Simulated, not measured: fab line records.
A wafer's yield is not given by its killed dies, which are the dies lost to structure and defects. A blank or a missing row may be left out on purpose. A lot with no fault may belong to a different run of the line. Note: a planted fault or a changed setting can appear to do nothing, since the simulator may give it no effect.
A single fault, viewed from 2 desks :: flow nand-harc :: each desk has only its own numbers; what lay behind them comes last

## FROM THE METROLOGY DESK
Lot by lot, what the gauges showed, no matter which tool ran the lot: averages of those sampled wafers that carry a number. Any lot whose mean is over 4 standard deviations away from the usual mean is out of limits and marked OUT; that distance is given in the brackets.
Columns: A = cd-nm at NHARC_P_M0_CD_MEAS_09, usual 90.0 nm
lot: L278
first seen here: day 6 13:17
A: 91.3

lot: L279
first seen here: day 7 04:31
A: 90.2

lot: L280
first seen here: day 7 05:28
A: 88.7

lot: L282
first seen here: day 8 02:18
A: 89.2

lot: L281
first seen here: day 8 02:54
A: 89.6

lot: L283
first seen here: day 8 13:38
A: 90.2

lot: L284
first seen here: day 9 02:13
A: 89.2

lot: L286
first seen here: day 9 18:42
A: 90.7

lot: L287
first seen here: day 10 05:51
A: 90.9

lot: L288
first seen here: day 10 19:16
A: 89.9

lot: L289
first seen here: day 11 00:30
A: 90.2

lot: L293
first seen here: day 13 01:44
A: 87.7
This desk's verdict: no lot among the 12 shows anything out of limits.

## AT THE TOOL OWNER'S DESK: litho-track-01
The tool's own readings at NHARC_P_M0_PEB_07 (peb time 65 s): means of the sampled wafers that have a number, for each lot that ran on this tool. Any lot whose mean is over 4 standard deviations away from the usual mean is out of limits and marked OUT; that distance is given in the brackets.
Columns: A = heater-power-total-W at NHARC_P_M0_PEB_07, usual 156.6 W; B = plate-temp-C at NHARC_P_M0_PEB_07, usual 100.01 C
lot: L278
first seen here: day 6 13:12
A: 156.7
B: 99.68

lot: L283
first seen here: day 8 13:34
A: 156.7
B: 100.02

lot: L289
first seen here: day 11 00:25
A: 157.0
B: 99.97

lot: L293
first seen here: day 13 01:40
A: 155.6
B: 99.33 (-4.9) OUT
Finding of this desk: L293 out of limits; the first was L293 at day 13 01:40, on plate-temp-C at NHARC_P_M0_PEB_07. Within limits: L278, L283, L289.

## TAKEN TOGETHER
The tool owner's desk had the chance to raise an alarm at day 13 01:40 on L293.
Metrology desk: nothing out of limits seen.
The metrology desk has L293 on record, within its limits.
All the named lots went through NHARC_P_M0_PEB_07 on litho-track-01.

## WHAT THE SIMULATOR HAD PUT IN
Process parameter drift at NHARC_P_M0_PEB_07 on litho-track-01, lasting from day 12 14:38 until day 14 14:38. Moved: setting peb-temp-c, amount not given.
Shown lots that were struck: L293.
Delay in hours, fault start to first out-of-limits reading, by desk: the tool owner's desk at 11.
